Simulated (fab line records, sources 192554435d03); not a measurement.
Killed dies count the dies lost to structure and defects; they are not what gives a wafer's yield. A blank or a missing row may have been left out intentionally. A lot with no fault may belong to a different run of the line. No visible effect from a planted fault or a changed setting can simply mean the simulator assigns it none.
Matching of chambers :: flow n5-finfet :: N5_ILD0_CMP_03 on cmp-02: 4 sister chambers
The step polishes, stops on SiNx, t overpolish 1.9 s, target thk 197.38 nm. 8 wafers are shown with their chamber, then 7 later ones without.

## EACH WAFER AND ITS CHAMBER
wafer: L075.1
chamber: 3
motor-current-A (A): 11.6
time-to-endpoint-s (s): 77

wafer: L079.1
chamber: 2
motor-current-A (A): 15.5
time-to-endpoint-s (s): 83

wafer: L079.4
chamber: 1
motor-current-A (A): 13.3
time-to-endpoint-s (s): 79

wafer: L081.1
chamber: 3
motor-current-A (A): 11.4
time-to-endpoint-s (s): 79

wafer: L085.2
chamber: 1
motor-current-A (A): 14.0
time-to-endpoint-s (s): 73

wafer: L085.3
chamber: 0
motor-current-A (A): 13.9
time-to-endpoint-s (s): 64

wafer: L086.3
chamber: 0
motor-current-A (A): 12.8
time-to-endpoint-s (s): 67

wafer: L086.4
chamber: 2
motor-current-A (A): 15.4
time-to-endpoint-s (s): 74

## WAFERS WHOSE CHAMBER IS MISSING
wafer: L090.2
motor-current-A (A): 11.1
time-to-endpoint-s (s): 68

wafer: L094.2
motor-current-A (A): 12.5
time-to-endpoint-s (s): 69

wafer: L094.3
motor-current-A (A): 12.7
time-to-endpoint-s (s): 72

wafer: L096.1
motor-current-A (A): 14.1
time-to-endpoint-s (s): 67

wafer: L096.4
motor-current-A (A): 15.8
time-to-endpoint-s (s): 76

wafer: L097.2
motor-current-A (A): 13.6
time-to-endpoint-s (s): 70

wafer: L097.4
motor-current-A (A): 15.7
time-to-endpoint-s (s): 75

## CHAMBER TAKEN BY EACH
wafer: L090.2
from the rows above: 3
in truth: 3

wafer: L094.2
from the rows above: can't be placed: 0 or 1 or 3
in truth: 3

wafer: L094.3
from the rows above: can't be placed: 0 or 1 or 3
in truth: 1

wafer: L096.1
from the rows above: can't be placed: 0 or 1
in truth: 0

wafer: L096.4
from the rows above: 2
in truth: 2

wafer: L097.2
from the rows above: can't be placed: 0 or 1
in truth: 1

wafer: L097.4
from the rows above: 2
in truth: 2
3 of 7 placed correctly. Cannot be placed on the basis of these rows: 4; the candidates contain the true chamber in 4. Wrongly placed: 0.
How it was worked out, from the rows above alone: a wafer's distance from a chamber is the root of the sum, over the readings, of the square of ((its reading less the chamber's mean) divided by the reading's scatter). The wafer belongs to the nearest chamber; if the next one is less than 2 further off, it can't be placed. The mean given for a chamber averages the wafers shown for that chamber. The scatter: take each reading less its chamber's mean, square it, sum over the shown wafers, divide by the number of wafers less the number of chambers, and take the root.
